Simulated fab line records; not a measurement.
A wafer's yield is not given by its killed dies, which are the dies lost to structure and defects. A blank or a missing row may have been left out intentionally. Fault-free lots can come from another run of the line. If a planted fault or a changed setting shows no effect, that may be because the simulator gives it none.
fab line records	flow n5_finfet
[record] lots = 24	wafers = 72	last_day = 18
route steps=1938 shown BEOL_M6@1212 BEOL_M7@1267
lots that met no fault: taken from a fault-free run of the same line
start_h: start of the lot's first displayed wafer, in hours after the record's first day	wait_h: time in hours since the lot's previous step	" identical to the entry in the row above	L1.1+2: a single row standing in for several wafers	- no value, or no start given	* or withheld: withheld	< > ~ a bound
route shown NAME@n: NAME is a module with steps in the file, n the number in the route of the first one	usual: mean/standard deviation of fault-free wafers	same: alike in all rows	chamber/n: place in a boat	sites: readings site by site	_std_site: standard deviation across them	_edge_site: mean of outer sites minus mean of inner sites	radius_mm: how far each site lies from the wafer's centre	mask NAME#n: copy n	behind: the tool/chamber that last shaped the wafer	hold: why the lot was held/for how many hours/how that ended	device: transistor that didn't switch, given as n, p or np	end of line: tests of these same wafers at the route's end	where a step has no rows: the recipe by itself	killed: at the first sort, the dies lost to defects and structure; wafer yield is something else	map: per-die view of a wafer (x killed, . not killed, _ where there is no die)
set.NAME: the setting the step ran with; set.NAME@STEP: the setting that earlier step ran with	model.NAME: the simulator's own value behind a step, which no gauge read
a sample of lots followed through the steps of the route, with each step as a table and each wafer as a row
services: a tool's chamber out of use, with start hour (start_h, from the record's first day; less than 0 if before it), hours out, and reason
[[steps]]
[step N5_BEOL_M6_ETCH_62]
[recipe] chemistry = N2/H2	target = SOC	target_depth_a = 1100	overetch_a = 220	mask_material = SiARC	temp_c = 40	time_s = 165	ion_energy_ev = 200	pressure_mtorr = 30	source_w = 840	bias_w = 150	n2_flow_sccm = 200	h2_flow_sccm = 200
[usual] drypump_motor_current_A = 5.6/0.48	oes_product_au = 0.69/0.063	rf_vpp_V = 524.5/2.7	showerhead_plenum_p_Torr = 2.56/0.097	throttle_valve_pct = 17.7/0.35
lot.wafer	tool	chamber	start_h	wait_h	drypump_motor_current_A	oes_product_au	rf_hours_counter_h	rf_vpp_V	showerhead_plenum_p_Torr	throttle_valve_pct
L074.1	rie_diel-05	0	179.21	0.0	4.7	0.73	40	525.8	2.60	17.5
L074.5	"	0	"	"	4.7	0.73	-	524.3	2.59	17.4
L074.6	"	1	"	"	5.6	0.68	-	522.0	2.44	17.8
L075.3	rie_diel-05	2	184.31	0.0	5.8	0.57	234	524.5	2.48	17.9
L075.4	"	3	"	"	6.3	0.77	26	521.8	2.46	17.1
L075.6	"	1	"	"	5.6	0.67	-	522.4	2.44	17.8
L076.1	rie_diel-05	2	201.07	0.0	5.8	0.57	238	522.7	2.48	17.9
L076.3	"	3	"	"	6.3	0.76	30	520.0	2.46	17.1
L076.5	"	0	"	"	4.7	0.73	-	524.7	2.59	17.4
L077.1	rie_diel-03	1	202.51	0.0	5.0	0.78	7	528.8	2.73	17.7
L077.4	"	3	"	"	5.4	0.69	94	526.7	2.65	17.5
L077.5	"	2	"	"	6.0	0.72	-	528.5	2.67	17.3
L078.1	rie_diel-01	0	202.98	0.0	5.8	0.77	18	525.7	2.59	17.8
L078.3	"	2	"	"	5.9	0.81	6	529.9	2.69	17.6
L078.5	"	2	"	"	5.9	0.81	-	528.4	2.69	17.6
L079.2	rie_diel-01	3	209.07	0.0	5.6	0.66	120	524.1	2.55	17.5
L079.3	"	2	"	"	5.9	0.81	8	528.1	2.69	17.6
L079.6	"	3	"	"	5.6	0.65	-	524.2	2.55	17.5
L080.3	rie_diel-03	3	229.09	0.0	5.4	0.68	102	527.3	2.65	17.5
L080.5	"	0	"	"	5.5	0.60	-	520.8	2.42	18.4
L080.6	"	3	"	"	5.5	0.67	-	527.7	2.65	17.6
L081.1	rie_diel-03	0	237.09	0.0	5.5	0.60	203	519.3	2.42	18.4
L081.3	"	1	"	"	5.0	0.76	19	528.6	2.72	17.8
L081.6	"	0	"	"	5.5	0.60	-	522.6	2.42	18.4
L083.1	rie_diel-05	2	240.19	0.0	5.7	0.56	253	522.8	2.47	17.9
L083.2	"	0	"	"	4.7	0.72	62	525.0	2.59	17.5
L083.3	"	3	"	"	6.4	0.74	45	521.2	2.45	17.1
L082.1	rie_diel-01	2	251.62	0.0	5.9	0.78	23	528.6	2.68	17.7
L082.4	"	3	"	"	5.6	0.64	135	523.6	2.54	17.5
L082.5	"	1	"	"	5.0	0.57	-	524.3	2.62	18.5
L085.1	rie_diel-05	0	266.89	0.0	4.7	0.70	72	524.5	2.58	17.5
L085.3	"	1	"	"	5.6	0.65	147	520.2	2.43	17.8
L085.6	"	0	"	"	4.7	0.70	-	524.1	2.58	17.5
L084.2	rie_diel-05	1	272.79	0.0	5.6	0.65	150	521.8	2.43	17.9
L084.4	"	1	"	"	5.6	0.65	-	522.5	2.43	17.8
L084.5	"	3	"	"	6.3	0.72	-	521.8	2.45	17.1
L086.1	rie_diel-05	3	273.41	0.0	6.3	0.73	57	522.1	2.45	17.1
L086.3	"	0	"	"	4.7	0.70	75	524.9	2.58	17.5
L086.4	"	3	"	"	6.3	0.72	-	521.9	2.45	17.1
L089.2	rie_diel-03	1	274.47	0.0	5.0	0.74	29	528.0	2.72	17.8
L089.3	"	2	"	"	6.0	0.71	71	527.5	2.66	17.4
L089.5	"	2	"	"	6.0	0.70	-	527.4	2.66	17.4
L087.1	rie_diel-05	1	277.30	0.0	5.6	0.64	152	520.1	2.43	17.9
L087.2	"	3	"	"	6.3	0.72	59	522.6	2.45	17.1
L087.5	"	1	"	"	5.6	0.65	-	521.9	2.43	17.9
L088.3	rie_diel-05	0	277.56	0.0	4.7	0.70	76	524.9	2.58	17.5
L088.4	"	0	"	"	4.7	0.70	-	525.4	2.58	17.5
L088.5	"	1	"	"	5.6	0.65	-	520.5	2.43	17.9
L090.2	rie_diel-01	0	281.00	0.0	5.8	0.73	46	525.6	2.58	17.8
L090.5	"	0	"	"	5.8	0.74	-	525.7	2.58	17.8
L090.6	"	2	"	"	5.9	0.75	-	529.4	2.68	17.7
L091.2	rie_diel-01	1	300.58	0.0	5.1	0.79	8	525.8	2.62	18.0
L091.5	"	3	"	"	5.6	0.62	-	524.6	2.53	17.5
L091.6	"	2	"	"	5.9	0.74	-	526.5	2.67	17.7
L092.1	rie_diel-01	0	301.49	0.0	5.8	0.73	56	523.9	2.57	17.8
L092.2	"	2	"	"	5.9	0.75	46	528.4	2.67	17.7
L092.5	"	3	"	"	5.6	0.62	-	523.9	2.53	17.5
L093.3	rie_diel-01	1	307.10	0.0	5.0	0.79	12	525.0	2.61	18.0
L093.4	"	2	"	"	5.9	0.74	49	528.0	2.67	17.7
L093.6	"	1	"	"	5.0	0.78	-	526.4	2.61	18.0
L094.3	rie_diel-05	2	325.72	0.0	5.7	0.82	4	521.9	2.47	17.6
L094.4	"	1	"	"	5.6	0.65	158	520.5	2.42	17.9
L094.5	"	3	"	"	6.3	0.71	-	522.7	2.44	17.1
L095.1	rie_diel-01	1	326.38	0.0	5.0	0.76	19	523.5	2.61	18.0
L095.4	"	0	"	"	5.7	0.71	65	524.0	2.57	17.9
L095.6	"	0	"	"	5.8	0.71	-	525.2	2.57	17.9
L096.2	rie_diel-03	2	330.16	0.0	6.0	0.68	96	528.7	2.65	17.4
L096.3	"	0	"	"	5.5	0.57	240	520.3	2.40	18.5
L096.4	"	3	"	"	5.4	0.64	141	525.6	2.63	17.6
L097.1	rie_diel-03	3	335.56	0.0	5.4	0.64	143	527.1	2.63	17.6
L097.3	"	0	"	"	5.5	0.58	242	519.8	2.40	18.5
L097.6	"	3	"	"	5.4	0.64	-	526.6	2.63	17.6
[step N5_BEOL_M6_DESCUM_33]
[recipe] chemistry = O2	time_s = 7	source_power_w = 50	bias_power_w = 20	pressure_mtorr = 20	rf_frequency_hz = 2.712e+07	temp_c = 40	resist = CAR-EUV	o2_flow_sccm = 225
[usual] drypump_motor_current_A = 5.6/0.43	oes_product_au = 0.82/0.08	rf_vpp_V = 243.8/1.5	showerhead_plenum_p_Torr = 2.14/0.081	throttle_valve_pct = 20.46/0.26
lot.wafer	tool	chamber	start_h	wait_h	drypump_motor_current_A	oes_product_au	rf_hours_counter_h	rf_vpp_V	showerhead_plenum_p_Torr	throttle_valve_pct
L074.1	rie_diel-03	0	180.30	0.3	5.5	0.73	183	241.8	1.98	20.84
L074.5	"	2	"	"	6.0	0.89	-	244.8	2.23	20.20
L074.6	"	3	"	"	5.4	0.79	-	245.1	2.20	20.41
L075.3	rie_diel-03	1	187.37	0.0	5.0	0.98	2	245.2	2.21	20.15
L075.4	"	3	"	"	5.4	0.78	89	244.8	2.20	20.40
L075.6	"	3	"	"	5.4	0.79	-	245.3	2.20	20.40
L076.1	rie_diel-05	2	202.50	0.0	5.7	0.67	239	243.5	2.07	20.67
L076.3	"	1	"	"	5.6	0.78	123	243.0	2.05	20.71
L076.5	"	3	"	"	6.3	0.90	-	241.8	2.07	20.05
L078.1	rie_diel-05	2	206.75	0.0	5.8	0.66	240	242.3	2.06	20.67
L078.3	"	0	"	"	4.7	0.87	50	244.3	2.13	20.17
L078.5	"	0	"	"	4.7	0.86	-	244.7	2.13	20.16
L077.1	rie_diel-01	0	206.92	0.0	5.8	0.93	19	244.0	2.14	20.46
L077.4	"	1	"	"	5.0	0.67	234	243.8	2.15	20.88
L077.5	"	3	"	"	5.6	0.77	-	243.4	2.11	20.28
L079.2	rie_diel-03	3	210.64	0.0	5.4	0.79	96	244.0	2.20	20.40
L079.3	"	2	"	"	6.0	0.87	49	246.1	2.22	20.19
L079.6	"	2	"	"	6.0	0.87	-	243.7	2.22	20.20
L080.3	rie_diel-03	1	230.04	0.0	5.0	0.92	16	245.3	2.21	20.15
L080.5	"	0	"	"	5.6	0.73	-	242.0	1.98	20.87
L080.6	"	3	"	"	5.4	0.79	-	244.4	2.20	20.42
L081.1	rie_diel-01	2	238.80	0.0	5.9	0.94	18	244.6	2.27	20.71
L081.3	"	0	"	"	5.8	0.89	29	245.1	2.14	20.47
L081.6	"	1	"	"	5.0	0.67	-	244.0	2.15	20.86
L083.1	rie_diel-01	2	241.72	0.0	5.9	0.92	19	244.0	2.27	20.72
L083.2	"	0	"	"	5.8	0.89	30	243.2	2.14	20.46
L083.3	"	1	"	"	5.0	0.67	245	243.7	2.15	20.90
L082.1	rie_diel-01	3	252.78	0.0	5.6	0.75	135	243.8	2.11	20.30
L082.4	"	1	"	"	5.0	0.66	249	245.1	2.15	20.90
L082.5	"	2	"	"	5.9	0.91	-	244.8	2.27	20.73
L085.1	rie_diel-05	1	272.11	0.0	5.6	0.76	149	241.9	2.04	20.75
L085.3	"	3	"	"	6.3	0.87	57	243.4	2.06	20.09
L085.6	"	3	"	"	6.3	0.85	-	242.2	2.06	20.08
L086.1	rie_diel-05	3	276.33	0.0	6.3	0.85	58	244.0	2.06	20.09
L086.3	"	1	"	"	5.6	0.75	151	242.4	2.03	20.74
L086.4	"	1	"	"	5.6	0.75	-	242.5	2.04	20.75
L089.2	rie_diel-03	1	276.75	0.3	5.0	0.87	31	247.0	2.20	20.18
L089.3	"	2	"	"	6.0	0.84	73	244.7	2.21	20.25
L089.5	"	2	"	"	6.0	0.83	-	244.6	2.21	20.25
L084.2	rie_diel-03	2	277.58	0.0	6.0	0.84	73	244.5	2.21	20.25
L084.4	"	0	"	"	5.5	0.72	-	242.2	1.97	20.88
L084.5	"	2	"	"	6.0	0.83	-	244.0	2.21	20.26
L087.1	rie_diel-03	1	278.41	0.0	5.0	0.88	31	245.1	2.20	20.18
L087.2	"	2	"	"	6.0	0.84	74	247.0	2.21	20.26
L087.5	"	2	"	"	6.0	0.83	-	245.2	2.21	20.24
L088.3	rie_diel-05	1	278.61	0.0	5.6	0.75	152	242.1	2.03	20.74
L088.4	"	0	"	"	4.7	0.83	-	245.3	2.12	20.20
L088.5	"	3	"	"	6.3	0.86	-	242.4	2.06	20.10
L090.2	rie_diel-01	0	283.28	0.4	5.8	0.87	48	243.4	2.13	20.49
L090.5	"	2	"	"	5.9	0.90	-	244.8	2.26	20.73
L090.6	"	3	"	"	5.6	0.74	-	242.8	2.10	20.32
L091.2	rie_diel-01	1	302.90	0.8	5.1	0.95	10	244.8	2.14	20.42
L091.5	"	0	"	"	5.8	0.85	-	244.8	2.13	20.52
L091.6	"	3	"	"	5.6	0.73	-	243.3	2.10	20.35
L092.1	rie_diel-01	1	303.62	1.2	5.0	0.94	10	245.4	2.14	20.43
L092.2	"	0	"	"	5.8	0.86	57	244.5	2.13	20.52
L092.5	"	2	"	"	5.9	0.88	-	245.8	2.26	20.76
L093.3	rie_diel-03	3	310.00	0.6	5.4	0.75	133	243.9	2.19	20.47
L093.4	"	0	"	"	5.5	0.70	233	241.5	1.97	20.91
L093.6	"	2	"	"	6.0	0.82	-	244.9	2.21	20.27
L094.3	rie_diel-01	0	328.96	0.0	5.8	0.83	66	244.0	2.13	20.53
L094.4	"	1	"	"	5.0	0.91	20	242.8	2.14	20.45
L094.5	"	3	"	"	5.6	0.72	-	242.3	2.10	20.35
L095.1	rie_diel-01	3	329.36	0.3	5.6	0.72	167	242.2	2.10	20.34
L095.4	"	2	"	"	5.9	0.85	57	243.6	2.26	20.76
L095.6	"	0	"	"	5.8	0.84	-	243.4	2.13	20.54
L096.2	rie_diel-01	0	331.52	0.3	5.8	0.84	67	242.3	2.13	20.53
L096.3	"	1	"	"	5.0	0.92	21	244.4	2.14	20.44
L096.4	"	3	"	"	5.6	0.72	167	244.6	2.10	20.34
L097.1	rie_diel-01	3	339.78	0.0	5.6	0.71	170	242.7	2.10	20.33
L097.3	"	1	"	"	5.0	0.91	23	244.7	2.14	20.45
L097.6	"	1	"	"	5.0	0.91	-	243.4	2.14	20.44
[step N5_BEOL_M6_STRIP_36]
[recipe] chemistry = N2/H2	power_w = 450	temp_c = 40	pressure_mtorr = 20	rf_frequency_hz = 6e+07	overash_fraction = 0.3	bias_power_w = 7	h2_frac = 0.5	n2_flow_sccm = 200	h2_flow_sccm = 200
[usual] drypump_motor_current_A = 5.6/0.43	oes_product_au = 0.82/0.081	rf_vpp_V = 59.4/1.3	showerhead_plenum_p_Torr = 2.57/0.095	throttle_valve_pct = 23.5/0.53
lot.wafer	tool	chamber	start_h	wait_h	drypump_motor_current_A	oes_product_au	rf_hours_counter_h	rf_vpp_V	showerhead_plenum_p_Torr	throttle_valve_pct
L074.1	rie_diel-03	0	180.53	0.0	5.5	0.74	184	57.1	2.42	24.4
L074.5	"	2	"	"	6.0	0.90	-	58.7	2.67	23.0
L074.6	"	3	"	"	5.4	0.78	-	60.3	2.65	23.1
L075.3	rie_diel-03	1	187.61	0.0	5.0	0.98	2	60.3	2.73	23.6
L075.4	"	3	"	"	5.4	0.79	89	60.6	2.65	23.1
L075.6	"	3	"	"	5.4	0.77	-	60.8	2.65	23.2
L076.1	rie_diel-05	2	202.73	0.0	5.7	0.67	239	57.0	2.48	23.5
L076.3	"	1	"	"	5.5	0.78	123	58.8	2.43	23.6
L076.5	"	3	"	"	6.3	0.90	-	61.0	2.45	22.7
L078.1	rie_diel-05	2	206.98	0.0	5.7	0.66	240	61.0	2.48	23.5
L078.3	"	0	"	"	4.7	0.88	50	58.3	2.59	23.1
L078.5	"	0	"	"	4.7	0.86	-	61.2	2.59	23.1
L077.1	rie_diel-01	0	207.15	0.0	5.8	0.92	19	61.0	2.58	23.8
L077.4	"	1	"	"	5.0	0.67	234	57.5	2.62	24.6
L077.5	"	3	"	"	5.6	0.76	-	59.9	2.54	23.1
L079.2	rie_diel-03	3	210.87	0.0	5.4	0.78	96	59.2	2.65	23.2
L079.3	"	2	"	"	6.0	0.86	49	60.2	2.67	23.0
L079.6	"	2	"	"	6.0	0.87	-	59.8	2.67	23.0
L080.3	rie_diel-03	1	230.27	0.0	5.0	0.91	17	61.5	2.72	23.6
L080.5	"	0	"	"	5.5	0.73	-	56.9	2.42	24.5
L080.6	"	3	"	"	5.4	0.79	-	60.2	2.64	23.2
L081.1	rie_diel-01	2	239.03	0.0	5.9	0.93	18	60.4	2.68	23.3
L081.3	"	0	"	"	5.8	0.90	29	59.7	2.58	23.8
L081.6	"	1	"	"	5.0	0.67	-	58.9	2.62	24.6
L083.1	rie_diel-01	2	241.95	0.0	5.9	0.92	19	60.2	2.68	23.3
L083.2	"	0	"	"	5.8	0.89	30	58.8	2.58	23.8
L083.3	"	1	"	"	5.0	0.66	245	56.2	2.62	24.6
L082.1	rie_diel-01	3	253.02	0.0	5.6	0.74	135	60.3	2.54	23.1
L082.4	"	1	"	"	5.0	0.65	249	57.8	2.62	24.7
L082.5	"	2	"	"	6.0	0.92	-	59.9	2.68	23.3
L085.1	rie_diel-05	1	272.35	0.0	5.6	0.77	150	57.8	2.42	23.6
L085.3	"	3	"	"	6.3	0.87	57	60.3	2.44	22.7
L085.6	"	3	"	"	6.4	0.84	-	59.1	2.44	22.7
L086.1	rie_diel-05	3	276.56	0.0	6.3	0.86	59	60.6	2.44	22.8
L086.3	"	1	"	"	5.6	0.75	151	59.5	2.42	23.6
L086.4	"	1	"	"	5.6	0.73	-	59.8	2.42	23.6
L089.2	rie_diel-03	1	276.98	0.0	5.0	0.87	31	60.2	2.71	23.6
L089.3	"	2	"	"	6.0	0.84	73	59.7	2.66	23.0
L089.5	"	2	"	"	6.0	0.83	-	59.0	2.66	23.0
L084.2	rie_diel-03	2	277.81	0.0	6.0	0.83	73	60.0	2.66	23.0
L084.4	"	0	"	"	5.5	0.71	-	58.8	2.41	24.5
L084.5	"	2	"	"	6.0	0.84	-	61.0	2.66	23.0
L087.1	rie_diel-03	1	278.64	0.0	5.0	0.88	32	60.7	2.71	23.6
L087.2	"	2	"	"	6.0	0.83	74	58.2	2.66	23.0
L087.5	"	2	"	"	6.0	0.84	-	60.1	2.66	23.0
L088.3	rie_diel-05	1	278.85	0.0	5.6	0.74	152	62.4	2.42	23.6
L088.4	"	0	"	"	4.7	0.82	-	58.2	2.57	23.1
L088.5	"	3	"	"	6.3	0.86	-	59.4	2.44	22.8
L090.2	rie_diel-01	0	283.51	0.0	5.8	0.86	48	57.1	2.57	23.8
L090.5	"	2	"	"	5.9	0.90	-	59.2	2.67	23.3
L090.6	"	3	"	"	5.6	0.73	-	58.5	2.53	23.1
L091.2	rie_diel-01	1	303.14	0.0	5.1	0.93	10	58.1	2.61	24.2
L091.5	"	0	"	"	5.8	0.85	-	60.0	2.57	23.8
L091.6	"	3	"	"	5.6	0.72	-	58.8	2.53	23.1
L092.1	rie_diel-01	1	303.86	0.0	5.0	0.95	10	60.1	2.61	24.1
L092.2	"	0	"	"	5.7	0.84	57	57.6	2.57	23.8
L092.5	"	2	"	"	5.9	0.89	-	57.5	2.67	23.3
L093.3	rie_diel-03	3	310.24	0.0	5.4	0.74	133	57.8	2.63	23.2
L093.4	"	0	"	"	5.5	0.70	233	60.2	2.40	24.5
L093.6	"	2	"	"	6.0	0.82	-	58.4	2.65	23.0
L094.3	rie_diel-01	0	329.20	0.0	5.8	0.85	66	59.5	2.56	23.9
L094.4	"	1	"	"	5.0	0.91	20	60.1	2.61	24.2
L094.5	"	3	"	"	5.6	0.71	-	58.7	2.52	23.1
L095.1	rie_diel-01	3	329.59	0.0	5.6	0.72	167	60.4	2.52	23.1
L095.4	"	2	"	"	5.9	0.86	57	60.3	2.67	23.3
L095.6	"	0	"	"	5.8	0.84	-	57.1	2.56	23.8
L096.2	rie_diel-01	0	331.75	0.0	5.8	0.84	67	58.9	2.56	23.8
L096.3	"	1	"	"	5.1	0.93	21	57.3	2.61	24.2
L096.4	"	3	"	"	5.6	0.72	167	59.5	2.52	23.1
L097.1	rie_diel-01	3	340.02	0.0	5.6	0.72	170	60.1	2.52	23.1
L097.3	"	1	"	"	5.0	0.92	23	58.1	2.60	24.2
L097.6	"	1	"	"	5.0	0.91	-	58.2	2.61	24.2
[step N5_BEOL_M6_OCD_MEAS_38]
[usual] trench_depth_nm = 94.5/2.3
lot.wafer	tool	chamber	start_h	wait_h	trench_depth_nm
L074.1	ocd-02	-	180.73	-	93.0
L074.5	"	-	"	"	98.8
L074.6	"	-	"	"	89.7
L075.3	ocd-02	-	187.80	-	98.1
L075.4	"	-	"	"	89.8
L075.6	"	-	"	"	90.0
L076.1	ocd-01	-	202.92	-	93.6
L076.3	"	-	"	"	95.4
L076.5	"	-	"	"	96.2
L078.1	ocd-02	-	207.17	-	92.3
L078.3	"	-	"	"	94.1
L078.5	"	-	"	"	93.9
L077.1	ocd-01	-	207.35	-	94.9
L077.4	"	-	"	"	92.9
L077.5	"	-	"	"	92.1
L079.2	ocd-01	-	211.07	-	90.3
L079.3	"	-	"	"	98.1
L079.6	"	-	"	"	97.8
L080.3	ocd-01	-	230.47	-	96.7
L080.5	"	-	"	"	92.6
L080.6	"	-	"	"	90.6
L081.1	ocd-02	-	239.22	-	94.0
L081.3	"	-	"	"	92.7
L081.6	"	-	"	"	91.4
L083.1	ocd-02	-	242.14	-	95.0
L083.2	"	-	"	"	93.5
L083.3	"	-	"	"	92.6
L082.1	ocd-01	-	253.21	-	94.5
L082.4	"	-	"	"	92.9
L082.5	"	-	"	"	96.4
L085.1	ocd-01	-	272.54	-	93.5
L085.3	"	-	"	"	94.4
L085.6	"	-	"	"	94.3
L086.1	ocd-02	-	276.76	-	94.7
L086.3	"	-	"	"	94.0
L086.4	"	-	"	"	93.6
L089.2	ocd-02	-	277.18	-	96.2
L089.3	"	-	"	"	97.9
L089.5	"	-	"	"	96.9
L084.2	ocd-02	-	278.00	-	96.8
L084.4	"	-	"	"	92.9
L084.5	"	-	"	"	97.7
L087.1	ocd-02	-	278.84	-	95.9
L087.2	"	-	"	"	97.2
L087.5	"	-	"	"	97.7
L088.3	ocd-02	-	279.05	-	92.4
L088.4	"	-	"	"	92.6
L088.5	"	-	"	"	93.4
L090.2	ocd-02	-	283.71	-	93.4
L090.5	"	-	"	"	95.6
L090.6	"	-	"	"	92.3
L091.2	ocd-01	-	303.33	-	98.5
L091.5	"	-	"	"	93.5
L091.6	"	-	"	"	91.3
L092.1	ocd-02	-	304.05	-	98.0
L092.2	"	-	"	"	94.1
L092.5	"	-	"	"	95.3
L093.3	ocd-02	-	310.43	-	90.6
L093.4	"	-	"	"	92.4
L093.6	"	-	"	"	96.3
L094.3	ocd-02	-	329.39	-	94.3
L094.4	"	-	"	"	99.7
L094.5	"	-	"	"	92.2
L095.1	ocd-01	-	329.79	-	92.4
L095.4	"	-	"	"	95.2
L095.6	"	-	"	"	94.6
L096.2	ocd-01	-	331.94	-	92.8
L096.3	"	-	"	"	96.9
L096.4	"	-	"	"	91.3
L097.1	ocd-01	-	340.21	-	92.8
L097.3	"	-	"	"	98.8
L097.6	"	-	"	"	99.5
[step N5_BEOL_M6_INSPECT_58]
[recipe] inspect_instrument = darkfield	mode = post_dep
[usual] raw_defect_count = 71/26
lot.wafer	tool	chamber	start_h	wait_h	raw_defect_count
L074.1	defect_inspect-02	-	184.67	0.0	88
L074.5	"	-	"	"	72
L074.6	"	-	"	"	46
L075.3	defect_inspect-01	-	190.78	0.0	171
L075.4	"	-	"	"	148
L075.6	"	-	"	"	124
L076.1	defect_inspect-01	-	206.65	0.0	60
L076.3	"	-	"	"	83
L076.5	"	-	"	"	78
L078.1	defect_inspect-01	-	210.11	0.0	69
L078.3	"	-	"	"	67
L078.5	"	-	"	"	68
L077.1	defect_inspect-01	-	210.40	0.0	29
L077.4	"	-	"	"	56
L077.5	"	-	"	"	116
L079.2	defect_inspect-02	-	213.45	0.0	74
L079.3	"	-	"	"	77
L079.6	"	-	"	"	58
L080.3	defect_inspect-01	-	233.24	0.0	61
L080.5	"	-	"	"	50
L080.6	"	-	"	"	36
L081.1	defect_inspect-02	-	242.08	0.0	61
L081.3	"	-	"	"	79
L081.6	"	-	"	"	54
L083.1	defect_inspect-01	-	244.67	0.0	76
L083.2	"	-	"	"	34
L083.3	"	-	"	"	64
L082.1	defect_inspect-02	-	255.88	0.0	68
L082.4	"	-	"	"	58
L082.5	"	-	"	"	41
L085.1	defect_inspect-01	-	275.29	0.0	92
L085.3	"	-	"	"	105
L085.6	"	-	"	"	51
L086.1	defect_inspect-01	-	279.65	0.0	72
L086.3	"	-	"	"	103
L086.4	"	-	"	"	60
L089.2	defect_inspect-01	-	280.67	0.0	44
L089.3	"	-	"	"	53
L089.5	"	-	"	"	37
L084.2	defect_inspect-02	-	280.95	0.0	57
L084.4	"	-	"	"	69
L084.5	"	-	"	"	60
L087.1	defect_inspect-02	-	282.30	0.0	98
L087.2	"	-	"	"	104
L087.5	"	-	"	"	78
L088.3	defect_inspect-01	-	282.87	0.0	71
L088.4	"	-	"	"	52
L088.5	"	-	"	"	80
L090.2	defect_inspect-02	-	286.24	0.0	95
L090.5	"	-	"	"	76
L090.6	"	-	"	"	70
L091.2	defect_inspect-01	-	307.18	0.0	84
L091.5	"	-	"	"	106
L091.6	"	-	"	"	82
L092.1	defect_inspect-02	-	307.87	0.0	54
L092.2	"	-	"	"	94
L092.5	"	-	"	"	48
L093.3	defect_inspect-02	-	314.89	0.0	53
L093.4	"	-	"	"	35
L093.6	"	-	"	"	47
L094.3	defect_inspect-01	-	332.13	0.0	46
L094.4	"	-	"	"	65
L094.5	"	-	"	"	67
L095.1	defect_inspect-02	-	333.02	0.0	89
L095.4	"	-	"	"	46
L095.6	"	-	"	"	53
L096.2	defect_inspect-02	-	336.16	0.0	97
L096.3	"	-	"	"	88
L096.4	"	-	"	"	77
L097.1	defect_inspect-01	-	343.37	0.0	88
L097.3	"	-	"	"	105
L097.6	"	-	"	"	78
[step N5_BEOL_M7_HM_DEP_02]
[recipe] material = TiN	target_thk_a = 200	temp_c = 25	chamber_pressure_pa = 0.49996
[usual] throttle_valve_pct = 29.9/0.88
lot.wafer	tool	chamber	start_h	wait_h	throttle_valve_pct
L074.1	pvd_sputter-02	-	187.83	2.0	31.3
L074.5	"	-	"	"	31.3
L074.6	"	-	"	"	29.0
L075.3	pvd_sputter-02	-	192.37	0.7	29.6
L075.4	"	-	"	"	30.0
L075.6	"	-	"	"	29.8
L076.1	pvd_sputter-02	-	208.16	0.8	28.7
L076.3	"	-	"	"	29.9
L076.5	"	-	"	"	29.9
L078.1	pvd_sputter-03	-	211.51	0.7	31.7
L078.3	"	-	"	"	30.0
L078.5	"	-	"	"	28.7
L077.1	pvd_sputter-03	-	211.79	0.5	28.5
L077.4	"	-	"	"	28.4
L077.5	"	-	"	"	28.3
L079.2	pvd_sputter-01	-	215.57	1.4	31.1
L079.3	"	-	"	"	30.2
L079.6	"	-	"	"	29.4
L080.3	pvd_sputter-03	-	235.09	1.2	31.7
L080.5	"	-	"	"	28.8
L080.6	"	-	"	"	29.6
L081.1	pvd_sputter-02	-	243.08	0.3	31.2
L081.3	"	-	"	"	29.6
L081.6	"	-	"	"	31.3
L083.1	pvd_sputter-01	-	246.31	1.0	30.0
L083.2	"	-	"	"	29.6
L083.3	"	-	"	"	29.8
L082.1	pvd_sputter-01	-	257.87	1.3	30.0
L082.4	"	-	"	"	31.3
L082.5	"	-	"	"	29.4
L085.1	pvd_sputter-01	-	276.83	0.9	29.5
L085.3	"	-	"	"	29.9
L085.6	"	-	"	"	29.7
L086.1	pvd_sputter-01	-	280.67	0.4	30.1
L086.3	"	-	"	"	29.6
L086.4	"	-	"	"	31.1
L089.2	pvd_sputter-01	-	283.26	1.9	29.6
L089.3	"	-	"	"	31.2
L089.5	"	-	"	"	29.9
L084.2	pvd_sputter-01	-	283.36	1.7	29.6
L084.4	"	-	"	"	30.0
L084.5	"	-	"	"	31.3
L087.1	pvd_sputter-01	-	283.82	0.8	29.9
L087.2	"	-	"	"	30.9
L087.5	"	-	"	"	31.0
L088.3	pvd_sputter-01	-	284.00	0.5	29.6
L088.4	"	-	"	"	30.8
L088.5	"	-	"	"	29.6
L090.2	pvd_sputter-02	-	287.21	0.3	29.4
L090.5	"	-	"	"	31.6
L090.6	"	-	"	"	29.7
L091.2	pvd_sputter-03	-	309.61	1.3	28.5
L091.5	"	-	"	"	28.7
L091.6	"	-	"	"	28.6
L092.1	pvd_sputter-02	-	309.69	1.2	31.4
L092.2	"	-	"	"	29.8
L092.5	"	-	"	"	28.8
L093.3	pvd_sputter-02	-	316.76	1.2	29.9
L093.4	"	-	"	"	29.5
L093.6	"	-	"	"	29.8
L094.3	pvd_sputter-01	-	334.80	1.8	31.3
L094.4	"	-	"	"	29.7
L094.5	"	-	"	"	29.8
L095.1	pvd_sputter-01	-	334.90	1.2	29.7
L095.4	"	-	"	"	29.7
L095.6	"	-	"	"	29.7
L096.2	pvd_sputter-02	-	340.43	3.6	29.7
L096.3	"	-	"	"	29.8
L096.4	"	-	"	"	28.5
L097.1	pvd_sputter-01	-	344.37	0.3	29.9
L097.3	"	-	"	"	30.1
L097.6	"	-	"	"	29.7
[[services]]
tool	chamber	start_h	hours	kind
rie_diel-03	1	157.81	-	clean
rie_diel-03	1	157.81	-	consumable_replace:focus_ring
rie_diel-03	1	157.81	-	consumable_replace:showerhead
rie_diel-03	1	157.81	22.6	scheduled_down
rie_diel-03	1	157.81	22.6	vent_cycle
rie_diel-01	2	159.92	-	clean
rie_diel-01	2	159.92	-	consumable_replace:focus_ring
rie_diel-01	2	159.92	-	consumable_replace:showerhead
rie_diel-01	2	159.92	23.7	scheduled_down
rie_diel-01	2	159.92	23.7	vent_cycle
rie_diel-03	0	167.94	1.8	repair
rie_diel-01	3	233.35	4.4	repair
rie_diel-05	2	248.24	5.7	repair
rie_diel-01	1	255.78	-	clean
rie_diel-01	1	255.78	-	consumable_replace:focus_ring
rie_diel-01	1	255.78	26.3	scheduled_down
rie_diel-01	1	255.78	26.3	vent_cycle
rie_diel-03	1	260.43	9.6	repair
rie_diel-03	3	273.20	6.0	repair
rie_diel-05	-	280.28	28.1	pm
rie_diel-03	1	316.51	4.1	repair
pvd_sputter-03	-	316.53	4.6	repair
rie_diel-03	2	343.20	4.2	repair
[[key]]
fault none
